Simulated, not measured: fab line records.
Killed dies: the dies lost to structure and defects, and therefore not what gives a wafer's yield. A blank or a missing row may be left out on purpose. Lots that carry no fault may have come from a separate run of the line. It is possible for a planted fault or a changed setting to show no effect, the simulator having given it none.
Which tool is to blame? + flow nand-harc + 24 lots with 72 wafers sampled at 6 steps, on a route of 1159 steps

## WHAT EACH GAUGE READ, for each wafer
The record holds no reading of a measuring or inspecting step that can be judged against a usual standard deviation.

## TOOL THAT RAN EACH LOT (tool first, then ch and the chambers of the sampled wafers, then the start)
| lot  | NHARC_A_CHANNEL_HOLE_D1_ETCH_16               | NHARC_A_CHANNEL_HOLE_D1_ETCH_20  | NHARC_A_CHANNEL_HOLE_D1_ETCH_23  | NHARC_A_STAIRCASE_TRIM_12          | NHARC_A_STAIRCASE_ETCH_13      | NHARC_A_STAIRCASE_ETCH_15      |
|------|-----------------------------------------------|----------------------------------|----------------------------------|------------------------------------|--------------------------------|--------------------------------|
| L075 | rie-diel-13 ch 0,1,3, day 8 04:20 or earlier  | har-etch-01 ch 0,1, day 8 04:20  | har-etch-01 ch 0,1, day 8 05:38  | rie-diel-02 ch 0,2,3, day 10 13:13 | rie-diel-02 ch 0,2,3, no start | rie-diel-02 ch 1,2,3, no start |
| L074 | rie-diel-13 ch 1,2,3, day 8 05:35 or earlier  | har-etch-02 ch 0,1, day 8 05:35  | har-etch-02 ch 0,1, day 8 06:54  | rie-diel-03 ch 0,1,2, day 10 13:07 | rie-diel-03 ch 1,2,3, no start | rie-diel-03 ch 1,2,3, no start |
| L076 | rie-diel-08 ch 0,1,3, day 8 19:17 or earlier  | har-etch-02 ch 0, day 8 19:17    | har-etch-02 ch 0, day 8 20:36    | rie-diel-02 ch 2,3, day 11 09:38   | rie-diel-02 ch 1,3, no start   | rie-diel-02 ch 1,2,3, no start |
| L077 | rie-diel-13 ch 1,2,3, day 8 19:40 or earlier  | har-etch-01 ch 0,1, day 8 19:40  | har-etch-01 ch 0,1, day 8 21:06  | rie-diel-02 ch 1,3, day 11 09:34   | rie-diel-02 ch 0,3, no start   | rie-diel-02 ch 0,2,3, no start |
| L079 | rie-diel-08 ch 1,2, day 9 08:35 or earlier    | har-etch-01 ch 0,1, day 9 08:35  | har-etch-01 ch 0,1, day 9 09:58  | rie-diel-02 ch 0,2,3, day 11 21:16 | rie-diel-02 ch 0,1, no start   | rie-diel-02 ch 0,2, no start   |
| L078 | rie-diel-05 ch 0,2, day 9 09:07 or earlier    | har-etch-02 ch 0,1, day 9 09:07  | har-etch-02 ch 0,1, day 9 10:29  | rie-diel-03 ch 1,2,3, day 11 21:01 | rie-diel-03 ch 0,1,2, no start | rie-diel-03 ch 0,1,3, no start |
| L080 | rie-diel-13 ch 2,3, day 10 01:50 or earlier   | har-etch-01 ch 0,1, day 10 01:50 | har-etch-01 ch 0,1, day 10 03:13 | rie-diel-03 ch 1,2, day 12 12:58   | rie-diel-03 ch 0,3, no start   | rie-diel-03 ch 1,2, no start   |
| L081 | rie-diel-05 ch 0,3, day 10 02:15 or earlier   | har-etch-02 ch 0,1, day 10 02:15 | har-etch-02 ch 0,1, day 10 03:34 | rie-diel-02 ch 1,3, day 12 13:23   | rie-diel-02 ch 1,3, no start   | rie-diel-02 ch 1,2,3, no start |
| L084 | rie-diel-05 ch 0,2, day 10 09:22 or earlier   | har-etch-02 ch 0,1, day 10 09:22 | har-etch-02 ch 0,1, day 10 10:40 | rie-diel-11 ch 0,2,3, day 12 20:40 | rie-diel-11 ch 1,2, no start   | rie-diel-11 ch 1,3, no start   |
| L082 | rie-diel-13 ch 0,2, day 10 09:51 or earlier   | har-etch-01 ch 0,1, day 10 09:51 | har-etch-01 ch 0,1, day 10 11:14 | rie-diel-11 ch 0,1,2, day 12 19:01 | rie-diel-11 ch 0,1,2, no start | rie-diel-11 ch 0,1,3, no start |
| L083 | rie-diel-13 ch 0,2,3, day 10 13:34 or earlier | har-etch-02 ch 0,1, day 10 13:34 | har-etch-02 ch 0,1, day 10 14:57 | rie-diel-02 ch 0,1, day 13 02:37   | rie-diel-02 ch 1,2,3, no start | rie-diel-02 ch 0,2, no start   |
| L087 | rie-diel-08 ch 1,2, day 11 13:47 or earlier   | har-etch-02 ch 0,1, day 11 13:47 | har-etch-02 ch 0,1, day 11 15:19 | rie-diel-02 ch 1,2, day 13 23:23   | rie-diel-02 ch 1,2, no start   | rie-diel-02 ch 1,2, no start   |
| L086 | rie-diel-08 ch 1,2,3, day 11 18:21 or earlier | har-etch-01 ch 0,1, day 11 18:21 | har-etch-01 ch 0,1, day 11 19:41 | rie-diel-03 ch 0,1,3, day 14 03:35 | rie-diel-03 ch 0,1,3, no start | rie-diel-03 ch 0,1,3, no start |
| L085 | rie-diel-13 ch 0,2,3, day 11 18:31 or earlier | har-etch-02 ch 0,1, day 11 18:31 | har-etch-02 ch 0,1, day 11 19:51 | rie-diel-11 ch 1,3, day 14 03:01   | rie-diel-11 ch 1,2,3, no start | rie-diel-11 ch 1,3, no start   |
| L088 | rie-diel-05 ch 2,3, day 11 22:31 or earlier   | har-etch-01 ch 0,1, day 11 22:31 | har-etch-01 ch 0,1, day 11 23:50 | rie-diel-02 ch 0,3, day 14 07:08   | rie-diel-02 ch 1,2,3, no start | rie-diel-02 ch 0,1, no start   |
| L089 | rie-diel-13 ch 1,2,3, day 11 22:54 or earlier | har-etch-02 ch 1, day 11 22:54   | har-etch-02 ch 1, day 12 00:19   | rie-diel-03 ch 0,1,3, day 14 07:28 | rie-diel-03 ch 0,1,3, no start | rie-diel-03 ch 0,3, no start   |
| L092 | rie-diel-13 ch 0,2,3, day 12 07:33 or earlier | har-etch-01 ch 0,1, day 12 07:33 | har-etch-01 ch 0,1, day 12 08:52 | rie-diel-11 ch 0,1,3, day 14 17:59 | rie-diel-11 ch 0,1,3, no start | rie-diel-11 ch 0,1,3, no start |
| L090 | rie-diel-08 ch 0,2, day 12 09:00 or earlier   | har-etch-02 ch 0,1, day 12 09:00 | har-etch-02 ch 0,1, day 12 10:20 | rie-diel-03 ch 0,3, day 14 18:18   | rie-diel-03 ch 0,3, no start   | rie-diel-03 ch 1,3, no start   |
| L091 | rie-diel-13 ch 0,1, day 12 11:44 or earlier   | har-etch-01 ch 0,1, day 12 11:44 | har-etch-01 ch 0,1, day 12 13:03 | rie-diel-11 ch 0,1,2, day 15 00:35 | rie-diel-11 ch 0,1,2, no start | rie-diel-11 ch 0,1,3, no start |
| L093 | rie-diel-13 ch 0,2,3, day 12 22:43 or earlier | har-etch-02 ch 0,1, day 12 22:43 | har-etch-02 ch 0,1, day 13 00:02 | rie-diel-11 ch 0,1,3, day 15 07:47 | rie-diel-11 ch 0,1,2, no start | rie-diel-11 ch 2,3, no start   |
| L094 | rie-diel-05 ch 1,2,3, day 12 23:01 or earlier | har-etch-01 ch 0,1, day 12 23:01 | har-etch-01 ch 0,1, day 13 00:32 | rie-diel-02 ch 0,1,3, day 15 07:56 | rie-diel-02 ch 0,2,3, no start | rie-diel-02 ch 0,1,3, no start |
| L095 | rie-diel-13 ch 1,3, day 13 13:51              | har-etch-02 ch 0,1, day 13 14:38 | har-etch-02 ch 0,1, day 13 15:57 | rie-diel-02 ch 0,1,3, day 16 00:05 | rie-diel-02 ch 0,2,3, no start | rie-diel-02 ch 0,3, no start   |
| L096 | rie-diel-13 ch 1,2, day 13 16:08 or earlier   | har-etch-01 ch 0,1, day 13 16:08 | har-etch-01 ch 0,1, day 13 17:39 | rie-diel-02 ch 0,3, day 15 23:47   | rie-diel-02 ch 0,1, no start   | rie-diel-02 ch 0,3, no start   |
| L097 | rie-diel-13 ch 1,2,3, day 13 22:12 or earlier | har-etch-02 ch 0,1, day 13 22:12 | har-etch-02 ch 0,1, day 13 23:34 | rie-diel-03 ch 1,3, day 16 10:05   | rie-diel-03 ch 0,1,3, no start | rie-diel-03 ch 0,2,3, no start |
- NHARC_A_CHANNEL_HOLE_D1_ETCH_16: etches the open film in O2/COS, target depth 3100 nm, time 806 s.
- NHARC_A_CHANNEL_HOLE_D1_ETCH_20: etches the open film in C4F8/O2/Ar, time 361.9 s, target depth 1600 nm.
- NHARC_A_CHANNEL_HOLE_D1_ETCH_23: etches the open film in C4F8/O2/Ar, time 819 s, target depth 1600 nm.
- NHARC_A_STAIRCASE_TRIM_12: chemistry O2, time 211.2 s.
- NHARC_A_STAIRCASE_ETCH_13: etches the open film in C4F8/O2, target depth 100 nm, time 40.5 s.
- NHARC_A_STAIRCASE_ETCH_15: etches the open film in C4F8/O2, target depth 100 nm, time 40.5 s.

## AS READ BY THE TOOLS THEMSELVES (means over the sampled wafers that have a number; for cases with no such wafer, the mark the record gives instead)
NHARC_A_CHANNEL_HOLE_D1_ETCH_16.
| lot  | tool        | drypump-motor-current-A (A) | oes-product-au (a.u.) | rf-vpp-V (V) | showerhead-plenum-p-Torr (Torr) | throttle-valve-pct (%) |
|------|-------------|-----------------------------|-----------------------|--------------|---------------------------------|------------------------|
| L075 | rie-diel-13 | 5.4                         | 0.998                 | 313.9        | 3.11                            | 28.327                 |
| L074 | rie-diel-13 | 5.4                         | 1.003                 | 313.6        | 3.11                            | 28.324                 |
| L076 | rie-diel-08 | 6.0                         | 1.005                 | 315.0        | 3.23                            | 28.337                 |
| L077 | rie-diel-13 | 5.4                         | 1.001                 | 314.5        | 3.11                            | 28.329                 |
| L079 | rie-diel-08 | 5.6                         | 0.999                 | 314.3        | 3.13                            | 28.328                 |
| L078 | rie-diel-05 | 5.9                         | 1.002                 | 314.3        | 3.15                            | 28.337                 |
| L080 | rie-diel-13 | 5.6                         | 0.997                 | 314.5        | 3.14                            | 28.335                 |
| L081 | rie-diel-05 | 5.5                         | 1.001                 | 315.7        | 3.21                            | 28.334                 |
| L084 | rie-diel-05 | 5.9                         | 0.990                 | 314.5        | 3.15                            | 28.340                 |
| L082 | rie-diel-13 | 5.4                         | 0.992                 | 315.4        | 3.21                            | 28.334                 |
| L083 | rie-diel-13 | 5.6                         | 0.995                 | 312.6        | 3.13                            | 28.331                 |
| L087 | rie-diel-08 | 5.4                         | 1.009                 | 314.8        | 3.18                            | 28.324                 |
| L086 | rie-diel-08 | 5.8                         | 0.995                 | 314.3        | 3.16                            | 28.330                 |
| L085 | rie-diel-13 | 5.6                         | 0.991                 | 313.8        | 3.13                            | 28.322                 |
| L088 | rie-diel-05 | 6.1                         | 1.000                 | 313.0        | 3.06                            | 28.330                 |
| L089 | rie-diel-13 | 5.4                         | 1.006                 | 313.4        | 3.11                            | 28.321                 |
| L092 | rie-diel-13 | 5.5                         | 1.002                 | 313.7        | 3.13                            | 28.325                 |
| L090 | rie-diel-08 | 6.0                         | 0.989                 | 313.8        | 3.15                            | 28.324                 |
| L091 | rie-diel-13 | 5.2                         | 0.999                 | 314.1        | 3.18                            | 28.327                 |
| L093 | rie-diel-13 | 5.5                         | 0.989                 | 314.3        | 3.13                            | 28.327                 |
| L094 | rie-diel-05 | 6.0                         | 0.997                 | 313.3        | 3.06                            | 28.333                 |
| L095 | rie-diel-13 | 5.5                         | 1.008                 | 313.5        | 3.02                            | 28.328                 |
| L096 | rie-diel-13 | 5.2                         | 0.991                 | 315.8        | 3.20                            | 28.331                 |
| L097 | rie-diel-13 | 5.4                         | 0.997                 | 313.6        | 3.11                            | 28.331                 |

NHARC_A_CHANNEL_HOLE_D1_ETCH_20.
| lot  | tool        | drypump-motor-current-A (A) | showerhead-plenum-p-Torr (Torr) | throttle-valve-pct (%) |
|------|-------------|-----------------------------|---------------------------------|------------------------|
| L075 | har-etch-01 | 6.2                         | 3.82                            | 32.153                 |
| L074 | har-etch-02 | 5.9                         | 3.68                            | 32.160                 |
| L076 | har-etch-02 | 6.3                         | 3.58                            | 32.153                 |
| L077 | har-etch-01 | 5.8                         | 3.82                            | 32.164                 |
| L079 | har-etch-01 | 5.8                         | 3.82                            | 32.156                 |
| L078 | har-etch-02 | 5.8                         | 3.68                            | 32.145                 |
| L080 | har-etch-01 | 6.2                         | 3.81                            | 32.146                 |
| L081 | har-etch-02 | 5.9                         | 3.67                            | 32.162                 |
| L084 | har-etch-02 | 5.9                         | 3.67                            | 32.148                 |
| L082 | har-etch-01 | 6.2                         | 3.81                            | 32.146                 |
| L083 | har-etch-02 | 5.4                         | 3.76                            | 32.166                 |
| L087 | har-etch-02 | 5.4                         | 3.76                            | 32.147                 |
| L086 | har-etch-01 | 5.8                         | 3.81                            | 32.159                 |
| L085 | har-etch-02 | 5.8                         | 3.67                            | 32.156                 |
| L088 | har-etch-01 | 5.8                         | 3.80                            | 32.154                 |
| L089 | har-etch-02 | 5.0                         | 3.85                            | 32.151                 |
| L092 | har-etch-01 | 6.2                         | 3.80                            | 32.149                 |
| L090 | har-etch-02 | 5.4                         | 3.75                            | 32.154                 |
| L091 | har-etch-01 | 5.8                         | 3.80                            | 32.153                 |
| L093 | har-etch-02 | 5.4                         | 3.75                            | 32.156                 |
| L094 | har-etch-01 | 5.8                         | 3.79                            | 32.151                 |
| L095 | har-etch-02 | 5.8                         | 3.65                            | 32.154                 |
| L096 | har-etch-01 | 5.8                         | 3.79                            | 32.159                 |
| L097 | har-etch-02 | 5.8                         | 3.65                            | 32.145                 |

NHARC_A_CHANNEL_HOLE_D1_ETCH_23.
| lot  | tool        | drypump-motor-current-A (A) | showerhead-plenum-p-Torr (Torr) | throttle-valve-pct (%) |
|------|-------------|-----------------------------|---------------------------------|------------------------|
| L075 | har-etch-01 | 6.2                         | 3.82                            | 32.156                 |
| L074 | har-etch-02 | 5.9                         | 3.68                            | 32.157                 |
| L076 | har-etch-02 | 6.3                         | 3.58                            | 32.157                 |
| L077 | har-etch-01 | 5.8                         | 3.82                            | 32.157                 |
| L079 | har-etch-01 | 5.8                         | 3.82                            | 32.155                 |
| L078 | har-etch-02 | 5.9                         | 3.68                            | 32.154                 |
| L080 | har-etch-01 | 6.2                         | 3.81                            | 32.159                 |
| L081 | har-etch-02 | 5.9                         | 3.67                            | 32.148                 |
| L084 | har-etch-02 | 5.8                         | 3.67                            | 32.155                 |
| L082 | har-etch-01 | 6.2                         | 3.81                            | 32.151                 |
| L083 | har-etch-02 | 5.4                         | 3.76                            | 32.151                 |
| L087 | har-etch-02 | 5.4                         | 3.76                            | 32.153                 |
| L086 | har-etch-01 | 5.8                         | 3.80                            | 32.150                 |
| L085 | har-etch-02 | 5.8                         | 3.66                            | 32.160                 |
| L088 | har-etch-01 | 5.8                         | 3.80                            | 32.151                 |
| L089 | har-etch-02 | 5.0                         | 3.85                            | 32.150                 |
| L092 | har-etch-01 | 6.2                         | 3.80                            | 32.153                 |
| L090 | har-etch-02 | 5.4                         | 3.75                            | 32.152                 |
| L091 | har-etch-01 | 5.8                         | 3.80                            | 32.145                 |
| L093 | har-etch-02 | 5.4                         | 3.75                            | 32.153                 |
| L094 | har-etch-01 | 5.8                         | 3.79                            | 32.156                 |
| L095 | har-etch-02 | 5.8                         | 3.65                            | 32.161                 |
| L096 | har-etch-01 | 5.8                         | 3.79                            | 32.156                 |
| L097 | har-etch-02 | 5.8                         | 3.65                            | 32.150                 |

NHARC_A_STAIRCASE_TRIM_12.
| lot  | tool        | drypump-motor-current-A (A) | oes-product-au (a.u.) | rf-vpp-V (V) | showerhead-plenum-p-Torr (Torr) | throttle-valve-pct (%) |
|------|-------------|-----------------------------|-----------------------|--------------|---------------------------------|------------------------|
| L075 | rie-diel-02 | 5.7                         | 0.996                 | 59.0         | 3.61                            | 17.032                 |
| L074 | rie-diel-03 | 5.5                         | 1.002                 | 58.0         | 3.66                            | 17.043                 |
| L076 | rie-diel-02 | 5.9                         | 1.008                 | 56.7         | 3.48                            | 17.042                 |
| L077 | rie-diel-02 | 6.2                         | 1.002                 | 57.1         | 3.59                            | 17.040                 |
| L079 | rie-diel-02 | 5.7                         | 1.002                 | 58.1         | 3.60                            | 17.034                 |
| L078 | rie-diel-03 | 5.4                         | 0.996                 | 58.4         | 3.51                            | 17.033                 |
| L080 | rie-diel-03 | 5.3                         | 0.997                 | 58.2         | 3.55                            | 17.036                 |
| L081 | rie-diel-02 | 6.3                         | 1.009                 | 57.5         | 3.59                            | 17.033                 |
| L084 | rie-diel-11 | 6.1                         | 0.999                 | 58.0         | 3.49                            | 17.042                 |
| L082 | rie-diel-11 | 6.2                         | 0.992                 | 58.9         | 3.48                            | 17.036                 |
| L083 | rie-diel-02 | 6.1                         | 0.998                 | 58.5         | 3.71                            | 17.038                 |
| L087 | rie-diel-02 | 6.7                         | 1.002                 | 58.2         | 3.62                            | 17.042                 |
| L086 | rie-diel-03 | 5.5                         | 1.000                 | 58.0         | 3.50                            | 17.032                 |
| L085 | rie-diel-11 | 5.4                         | 0.982                 | 57.4         | 3.34                            | 17.040                 |
| L088 | rie-diel-02 | 5.1                         | 0.986                 | 58.5         | 3.65                            | 17.039                 |
| L089 | rie-diel-03 | 5.5                         | 0.992                 | 56.9         | 3.50                            | 17.032                 |
| L092 | rie-diel-11 | 5.9                         | 0.986                 | 56.3         | 3.48                            | 17.032                 |
| L090 | rie-diel-03 | 5.7                         | 0.999                 | 58.6         | 3.60                            | 17.034                 |
| L091 | rie-diel-11 | 6.1                         | 0.993                 | 57.6         | 3.47                            | 17.041                 |
| L093 | rie-diel-11 | 5.9                         | 0.984                 | 56.5         | 3.48                            | 17.031                 |
| L094 | rie-diel-02 | 5.7                         | 1.001                 | 57.8         | 3.61                            | 17.032                 |
| L095 | rie-diel-02 | 5.7                         | 1.000                 | 59.0         | 3.61                            | 17.029                 |
| L096 | rie-diel-02 | 5.1                         | 1.000                 | 57.6         | 3.65                            | 17.033                 |
| L097 | rie-diel-03 | 5.3                         | 1.002                 | 57.4         | 3.39                            | 17.047                 |

NHARC_A_STAIRCASE_ETCH_13.
| lot  | tool        | oes-product-au (a.u.) | rf-vpp-V (V) |
|------|-------------|-----------------------|--------------|
| L075 | rie-diel-02 | 0.942                 | 897          |
| L074 | rie-diel-03 | 0.929                 | 895          |
| L076 | rie-diel-02 | 0.936                 | 900          |
| L077 | rie-diel-02 | 0.926                 | 900          |
| L079 | rie-diel-02 | 0.957                 | 904          |
| L078 | rie-diel-03 | 0.946                 | 900          |
| L080 | rie-diel-03 | 0.935                 | 899          |
| L081 | rie-diel-02 | 0.961                 | 894          |
| L084 | rie-diel-11 | 0.918                 | 888          |
| L082 | rie-diel-11 | 0.919                 | 894          |
| L083 | rie-diel-02 | 0.937                 | 897          |
| L087 | rie-diel-02 | 0.929                 | 899          |
| L086 | rie-diel-03 | 0.930                 | 894          |
| L085 | rie-diel-11 | 0.910                 | 887          |
| L088 | rie-diel-02 | 0.944                 | 897          |
| L089 | rie-diel-03 | 0.936                 | 895          |
| L092 | rie-diel-11 | 0.915                 | 893          |
| L090 | rie-diel-03 | 0.925                 | 897          |
| L091 | rie-diel-11 | 0.921                 | 894          |
| L093 | rie-diel-11 | 0.924                 | 893          |
| L094 | rie-diel-02 | 0.951                 | 898          |
| L095 | rie-diel-02 | 0.934                 | 897          |
| L096 | rie-diel-02 | 0.954                 | 902          |
| L097 | rie-diel-03 | 0.953                 | 895          |

NHARC_A_STAIRCASE_ETCH_15.
| lot  | tool        | oes-product-au (a.u.) | rf-vpp-V (V) |
|------|-------------|-----------------------|--------------|
| L075 | rie-diel-02 | 0.941                 | 898          |
| L074 | rie-diel-03 | 0.932                 | 895          |
| L076 | rie-diel-02 | 0.936                 | 897          |
| L077 | rie-diel-02 | 0.931                 | 899          |
| L079 | rie-diel-02 | 0.931                 | 903          |
| L078 | rie-diel-03 | 0.951                 | 895          |
| L080 | rie-diel-03 | 0.930                 | 896          |
| L081 | rie-diel-02 | 0.942                 | 897          |
| L084 | rie-diel-11 | 0.912                 | 889          |
| L082 | rie-diel-11 | 0.916                 | 894          |
| L083 | rie-diel-02 | 0.926                 | 903          |
| L087 | rie-diel-02 | 0.948                 | 901          |
| L086 | rie-diel-03 | 0.937                 | 895          |
| L085 | rie-diel-11 | 0.913                 | 888          |
| L088 | rie-diel-02 | 0.931                 | 903          |
| L089 | rie-diel-03 | 0.941                 | 899          |
| L092 | rie-diel-11 | 0.919                 | 894          |
| L090 | rie-diel-03 | 0.929                 | 889          |
| L091 | rie-diel-11 | 0.921                 | 895          |
| L093 | rie-diel-11 | 0.926                 | 889          |
| L094 | rie-diel-02 | 0.940                 | 899          |
| L095 | rie-diel-02 | 0.930                 | 896          |
| L096 | rie-diel-02 | 0.930                 | 900          |
| L097 | rie-diel-03 | 0.963                 | 898          |

## THE ANSWER, worked out from the rows above alone
Rule: usual is defined by the lots themselves. The widest of any qualifying gaps counts: lots, ordered by their means at a reading, are off when they make up no more than a third of the lots, leave a main group of 4 or more, and stand apart from it by 3 or more times the standard deviation of that group's means. Not used: any main group whose means are identical at the precision the tables above print for the reading. Also off: a lot with no number at a reading for which 4 or more lots have one. Where the step has rows for the other lots, those lots are counted as sound. First the gauges in route order, then the tools' own readings, where a lot's mean is used as printed above. The first step at which some lot is off is used, and at that step the reading that is off furthest; a lot without a number counts as furthest.
No lot is off on any of the readings shown, so nothing can be concluded from this.

## WHAT HAD BEEN PUT IN BY THE SIMULATOR
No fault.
